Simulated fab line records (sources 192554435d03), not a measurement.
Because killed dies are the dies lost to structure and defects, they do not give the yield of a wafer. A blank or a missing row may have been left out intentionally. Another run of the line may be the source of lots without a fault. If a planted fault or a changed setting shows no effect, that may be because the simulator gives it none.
Split-lot trial | flow n5_finfet | on a route of 1938 steps: 7 lots, 21 wafers read

== SPLIT DETAILS ==
At N5_BEOL_M10_VIA_ETCH_34 (etches SiCOH lowk in C4F6/O2, target depth 184.5 nm, time 69.2 s), the setting time_s was moved away from the recipe's 69.2 s on 8 of the 21 wafers read, by -21.6% to +21.9%. The other wafers ran this setting at the recipe's value.

Reading taken at the split's own step.

== THE READING ==
etch.depth_nm (the simulator's own value, which no gauge read), in nm, at N5_BEOL_M10_VIA_ETCH_34 (etches SiCOH lowk in C4F6/O2, target depth 184.5 nm, time 69.2 s). The file gives no usual value for it. Across the 13 wafers here that went through the recipe, the average is 184.7 nm and the standard deviation 4.2 nm.

wafer  | tool, chamber at the split | time_s as run, s | against the recipe | etch.depth_nm, nm | against lot-mates on the recipe
L074.2 | rie_diel-02, 0             | 75.89            | +9.7%              | 204.2             | +23.8
L074.4 | rie_diel-02, 1             | 75.89            | +9.7%              | 198.5             | +18.1
L074.5 | rie_diel-02, 3             | 69.2             | recipe             | 180.4             | -
L079.1 | rie_diel-06, 2             | 76.33            | +10.3%             | 210.5             | +26.6
L079.2 | rie_diel-06, 1             | 69.2             | recipe             | 183.8             | -
L079.5 | rie_diel-06, 1             | 69.2             | recipe             | 184.1             | -
L084.4 | rie_diel-06, 0             | 54.28            | -21.6%             | 147.9             | -45.7
L084.5 | rie_diel-06, 1             | 54.28            | -21.6%             | 146.1             | -47.5
L084.6 | rie_diel-06, 2             | 69.2             | recipe             | 193.6             | -
L086.4 | rie_diel-05, 0             | 69.2             | recipe             | 179.8             | -
L086.5 | rie_diel-05, 0             | 69.2             | recipe             | 180.7             | -
L086.6 | rie_diel-05, 3             | 69.2             | recipe             | 178.8             | -
L093.1 | rie_diel-06, 2             | 69.2             | recipe             | 187.5             | -
L093.4 | rie_diel-06, 0             | 69.2             | recipe             | 186.9             | -
L093.5 | rie_diel-06, 2             | 69.2             | recipe             | 188.2             | -
L089.3 | rie_diel-02, 2             | 59.94            | -13.4%             | 156.3             | -33.9
L089.4 | rie_diel-02, 1             | 59.94            | -13.4%             | 159.7             | -30.5
L089.6 | rie_diel-02, 0             | 69.2             | recipe             | 190.2             | -
L096.1 | rie_diel-06, 0             | 69.2             | recipe             | 184.8             | -
L096.2 | rie_diel-06, 1             | 69.2             | recipe             | 182.7             | -
L096.6 | rie_diel-06, 1             | 84.37            | +21.9%             | 222.7             | +38.9

THE FIT
A straight line over all 21 wafers: etch.depth_nm changes by +1.83 nm for each +1% of time_s; r = +0.98; the points scatter about the line by 4.1 nm.
The same after taking each lot's own level away (the mean of its wafers on the recipe; 21 wafers): +2.13 nm for each +1%; r = +0.99; scatter 2.6 nm.
On that fit, the largest move of time_s shifts the reading by 47 nm.
The span of the lots' own levels, 179.77 to 193.60 nm, comes to 3.3 times the standard deviation stated above.
Thus the slope moves with the lot-to-lot level: the two fits are different.
Check: +49.3 nm against its lot-mates is what the line predicts for one of the wafers moved furthest among these (+21.9%) when that wafer is left out of the fit. It came out at +38.9 nm against them.

== THESE WAFERS: OTHER SPLITS ==
These wafers also went through other splits before the reading. Each is held against what the fit with the lots' levels taken away leaves over:
other split on the same wafers    | wafers away from the commonest value | r with etch.depth_nm (lot level and that fit taken away)
N5_BEOL_M5_HM_DEP_02 target_thk_a | 3                                    | +0.22
N5_BEOL_M5_COAT_71 spin_rpm       | 5                                    | -0.20
N5_BEOL_M6_TRENCH_ETCH_37 bias_w  | 7                                    | -0.55
N5_BEOL_M7_VIA_ETCH_34 source_w   | 8                                    | +0.16
N5_BEOL_M8_COAT_60 spin_rpm       | 5                                    | +0.06
N5_BEOL_M9_CMP_52 down_force_psi  | 6                                    | -0.36

== THE FILE'S OWN FIT ==
etch.depth_nm changes by +2.09 nm for each +1% of time_s, r = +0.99.
